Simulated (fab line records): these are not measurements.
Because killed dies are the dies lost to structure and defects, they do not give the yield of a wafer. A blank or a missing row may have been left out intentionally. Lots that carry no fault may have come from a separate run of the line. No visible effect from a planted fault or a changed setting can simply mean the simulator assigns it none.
A lot that was struck, set against a sound lot | flow n5Finfet | 30 out of 1938 route steps
Sound: these wafers, L908.1, L908.2, L908.5. The struck wafers were L899.1, L899.2, L899.6. Last of all comes the cause.
Each step with rows lists, per side, the tool, then ch with its chambers, then its first start. Under that, the readings that differ: sound wafers | struck wafers | difference of the means | sigmas: that difference in standard deviations of wafers without a fault.
alike: a reading whose means differ by less than 2 such deviations, as well as words and numbers matching on both sides. not compared: withheld readings; readings where some wafer has no value; bounds like >300 that might hide an equal value; numbers whose values overlap and for which the record gives no deviation.
A row with sigmas, a row that says differs or no value, or rows on one side alone: a step with any of these is where the two part. When numbers do not overlap yet have no deviation, they are printed without sigmas and do not part them. Lack of a reading on every wafer of one side parts them only where that side has two or more wafers.

first, 9 steps without rows for these wafers: N5_BEOL_M4_DESCUM_16 (chemistry O2, time 7 s); N5_BEOL_M4_ETCH_74 (etches underlayer in N2/H2, target depth 6.5 nm, time 5.2 s); N5_BEOL_M4_ETCH_63 (etches SiARC in CF4, target depth 15.6 nm, time 26 s); N5_BEOL_M4_ETCH_64 (etches SOC in N2/H2, target depth 75 nm, overetch 22.5 nm, time 121.9 s); N5_BEOL_M4_STRIP_65 (strips in N2/H2); N5_BEOL_M4_STRIP_75 (strips in N2/H2); N5_BEOL_M4_STRIP_66 (strips in CF4); N5_BEOL_M4_HM_OPEN_17 (chemistry Cl2/BCl3, target TiN, target depth 20 nm, overetch 6 nm); N5_BEOL_M4_STRIP_19 (strips in O2).
N5_BEOL_M4_COAT_67: time 60 s, resist thk 60 nm.
  sound on lithoTrack-01 ch 0, day 11 14:44; struck on lithoTrack-05 ch 0, day 9 05:55
reading                                 | sound                | struck               | difference | sigmas
spinSpeedRpm (rpm)                      | 1500.2 1501.0 1501.8 | 1626.7 1627.4 1627.8 | +126.3     | +99 or more
model.SOC_of_BEOL_M4_COAT_67.thkNm (nm) | 60.2 60.2 60.2       | 57.4 57.6 57.4       | -2.7       | 
then, 13 steps without rows for these wafers: N5_BEOL_M4_COAT_68 (time 60 s, resist thk 12 nm); N5_BEOL_M4_COAT_76 (time 60 s, resist thk 5 nm); N5_BEOL_M4_COAT_22 (resist thk 30 nm); N5_BEOL_M4_EBR_24; N5_BEOL_M4_SOFTBAKE_23 (time 60 s); N5_BEOL_M4_EXPOSE_25 (exposes mask V3, defocus 5 nm); N5_BEOL_M4_PEB_26 (peb time 60 s); N5_BEOL_M4_DEVELOP_27 (develop time 30 s); N5_BEOL_M4_DESCUM_33 (chemistry O2, time 7 s); N5_BEOL_M4_ETCH_77 (etches underlayer in N2/H2, target depth 6.5 nm, time 5.2 s); N5_BEOL_M4_ETCH_69 (etches SiARC in CF4, target depth 15.6 nm, time 26 s); N5_BEOL_M4_ALD_98 (deposits SiO2, target thk 2.5 nm, pulse time 1 s, co reactant pulse time 1 s); N5_BEOL_M4_ETCHBACK_99 (etches SiO2 in CHF3, target depth 5 nm, time 10.4 s).
N5_BEOL_M4_ETCH_70: etches SOC in N2/H2, target depth 80 nm, overetch 24 nm, time 130 s.
  sound on rieDiel-04 ch 2,3, day 11 16:52; struck on rieDiel-04 ch 0,2,3, day 9 08:01
reading                 | sound            | struck            | difference | sigmas
model.etch.depthNm (nm) | 60.21 60.2 60.14 | 57.33 57.54 57.37 | -2.77      | 
  alike: biasW, drypumpMotorCurrentA, oesProductAu, rfVppV, showerheadPlenumPTorr, throttleValvePct
  not compared: rfHoursCounterH
then, 2 steps without rows for these wafers: N5_BEOL_M4_STRIP_71 (strips in N2/H2); N5_BEOL_M4_STRIP_78 (strips in N2/H2).
N5_BEOL_M4_VIA_ETCH_34: etches the open film in C4F6/O2, target depth 69.4 nm, time 65.9 s.
  sound on rieDiel-04 ch 2,3, day 11 16:59; struck on rieDiel-04 ch 0,2,3, day 9 08:07
reading                                 | sound          | struck         | difference | sigmas
model.SOC_of_BEOL_M4_COAT_67.thkNm (nm) | 52.2 52.2 52.2 | 49.2 49.4 49.2 | -2.9       | 
  alike: biasW, drypumpMotorCurrentA, oes_ar_750_au, oes_o_777_au, oesProductAu, rfVppV, showerheadPlenumPTorr, throttleValvePct
  not compared: rfHoursCounterH
then, 1 step without rows for these wafers: N5_BEOL_M4_STRIP_83 (strips in C4F6/O2).
N5_BEOL_M4_RC_MEAS_101:
  sound on prober-01 ch 0, day 11 21:52; struck on prober-02 ch 0, day 9 13:17
  alike: DIBL_N, DIBL_P, IOFF_N, IOFF_P, ION_N, ION_P, SS_N, SS_P, VT_N, VT_P
-- the record jumps here: 4 days lie between the struck wafers' starts before and after (it left off in module BEOL_M4 and takes up again in module PASSIVATION, whose first step shown is number 1936 of the route) --
N5_PASSIVATION_PROBE_49:
  the record has rows for the struck wafers here (prober-01, day 13 18:38) and none for the sound ones

== WHERE THEY PART ==
At N5_BEOL_M4_COAT_67 first; at N5_PASSIVATION_PROBE_49 last (within this record only).

WHY: what had been put in by the simulator
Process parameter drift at N5_BEOL_M4_COAT_67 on lithoTrack-05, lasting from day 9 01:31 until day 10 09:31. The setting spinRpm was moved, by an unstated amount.
